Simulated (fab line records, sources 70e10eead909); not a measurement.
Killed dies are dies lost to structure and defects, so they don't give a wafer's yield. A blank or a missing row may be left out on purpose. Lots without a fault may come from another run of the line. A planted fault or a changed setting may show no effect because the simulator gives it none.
A struck lot beside a sound one | flow nand_harc | 43 steps out of a route of 1302
Sound: wafers L759.2, L759.3, L759.6. Struck: wafers L767.2, L767.4, L767.6. The cause comes at the end.
At each step with rows: each side's tool, then ch and its chambers, then its first start. Under that, the readings that differ: sound wafers | struck wafers | difference of the means | sigmas: that difference in standard deviations of wafers without a fault.
alike: readings whose means differ by less than 2 such deviations, and words and numbers that are the same on both sides. not compared: withheld readings, readings that some wafer has no value for, bounds like >300 that may hide the same value, and numbers for which the record gives no deviation and whose values overlap.
The two part at a step that has a row with sigmas, a row that says differs or no value, or rows on one side only. Numbers that don't overlap but have no deviation are shown without sigmas and don't part them. A reading that every wafer of one side lacks parts them only if that side has two wafers or more.

first, 1 step without rows for these wafers: NHARC_P_STI_ANNEAL_34 (time 1800 s).
NHARC_P_STI_CMP_21: polishes, t overpolish 20 s, target thk 380.67 nm.
  sound on cmp-04 ch 0,3, day 6 01:19; struck on cmp-03 ch 1,3, day 9 17:33
  alike: motor_current_A, overpolish_run_s
then, 7 steps without rows for these wafers: NHARC_P_STI_SRD_35; NHARC_P_STI_ETCH_36 (etches SiO2 in dHF, target depth 38.8 nm); NHARC_P_STI_STRIP_24 (strips Si3N4 in H3PO4); NHARC_P_STI_ETCH_37 (etches SiO2 in dHF, target depth 11 nm); NHARC_P_STI_PRECLEAN_38 (cleans in SC1); NHARC_P_STI_SRD_39; NHARC_P_STI_OXIDE_40 (material SiO2, target thk 10 nm, ox time 1362 s).
NHARC_P_STI_INSPECT_25:
  sound on defect_inspect-02, day 6 10:48; struck on defect_inspect-01, day 10 07:26
  alike: raw_defect_count
then, 1 step without rows for these wafers: NHARC_P_GATE_ETCH_69 (etches SiO2 in dHF, target depth 14 nm).
NHARC_P_GATE_PRECLEAN_70: cleans in SC1.
  sound on wet_bench-01 ch 0,4,5, day 6 10:57; struck on wet_bench-07 ch 0,1,6, day 10 07:35
  alike: bath_guard_temp_C, bath_heat_duty_pct, nh4oh_flow_mL_min
then, 10 steps without rows for these wafers: NHARC_P_GATE_SRD_01; NHARC_P_GATE_OXIDE_02 (material SiO2, target thk 37.5 nm, ox time 365 s); NHARC_P_GATE_DEHYDRATE_03 (time 120 s); NHARC_P_GATE_HMDS_04 (time 30 s); NHARC_P_GATE_COAT_05; NHARC_P_GATE_SOFTBAKE_06 (time 95 s); NHARC_P_GATE_EBR_07; NHARC_P_GATE_EXPOSE_08 (exposes mask P HV); NHARC_P_GATE_PEB_09 (peb time 85 s); NHARC_P_GATE_DEVELOP_10 (time 70 s).
NHARC_P_GATE_CD_MEAS_11: target cd 1640 nm.
  sound on cd_sem-01 ch 0, day 6 19:10; struck on cd_sem-01 ch 0, day 10 16:08
  alike: cd_nm
then, 1 step without rows for these wafers: NHARC_P_GATE_HARDBAKE_12 (time 80 s).
NHARC_P_GATE_DESCUM_13: chemistry O2, time 3 s.
  sound on rie_diel-04 ch 0,1,3, day 6 19:19; struck on rie_diel-11 ch 0,2,3, day 10 16:17
  alike: drypump_motor_current_A, oes_product_au, rf_vpp_V, showerhead_plenum_p_Torr, throttle_valve_pct
  not compared: rf_hours_counter_h
then, 6 steps without rows for these wafers: NHARC_P_GATE_ETCH_14 (etches SiO2 in dHF, target depth 48.8 nm); NHARC_P_GATE_STRIP_15 (strips in SPM, time 780 s); NHARC_P_GATE_PRECLEAN_71 (cleans in SC1); NHARC_P_GATE_SRD_72; NHARC_P_GATE_OXIDE_16 (material SiO2, target thk 3 nm, ox time 392 s); NHARC_P_GATE_CVD_17 (deposits poly-Si, target thk 150 nm, time 900 s).
NHARC_P_GATE_HM_DEP_102: deposits aC, target thk 120 nm.
  sound on acl_dep-02 ch 0, day 7 08:08; struck on acl_dep-03 ch 0, day 11 07:40
  alike: throttle_valve_pct
NHARC_P_GATE_DEP_103: deposits SiON, target thk 30 nm.
  sound on pecvd-02 ch 0,1,2, day 7 08:41; struck on pecvd-04 ch 0,1, day 11 08:15
  alike: heater_power_outer_w, heater_power_w
then, 8 steps without rows for these wafers: NHARC_P_GATE_DEHYDRATE_18 (time 120 s); NHARC_P_GATE_HMDS_19 (time 30 s); NHARC_P_GATE_COAT_20 (resist thk 90 nm); NHARC_P_GATE_SOFTBAKE_21 (time 55 s); NHARC_P_GATE_EBR_22; NHARC_P_GATE_EXPOSE_23 (exposes mask P GATE, target cd 120 nm); NHARC_P_GATE_PEB_24 (peb time 65 s); NHARC_P_GATE_DEVELOP_25 (develop time 35 s).
NHARC_P_GATE_INSPECT_28:
  sound on defect_inspect-01, day 7 09:29; struck on defect_inspect-02, day 11 08:54
  reading          | sound | struck   | difference | sigmas
  raw_defect_count | 5 5 8 | 31 30 19 | +21        | +7
-- the record jumps here: 20 days lie between the struck wafers' starts before and after (it left off in module P_GATE and takes up again in module END, whose first step shown is number 1302 of the route) --
NHARC_END_SORT_01:
  the record has rows for the struck wafers here (prober-02 ch 0, day 31 11:26) and none for the sound ones

WHERE THEY PART
First at NHARC_P_GATE_INSPECT_28; last, within this record, at NHARC_END_SORT_01.

WHY: what the simulator had put in
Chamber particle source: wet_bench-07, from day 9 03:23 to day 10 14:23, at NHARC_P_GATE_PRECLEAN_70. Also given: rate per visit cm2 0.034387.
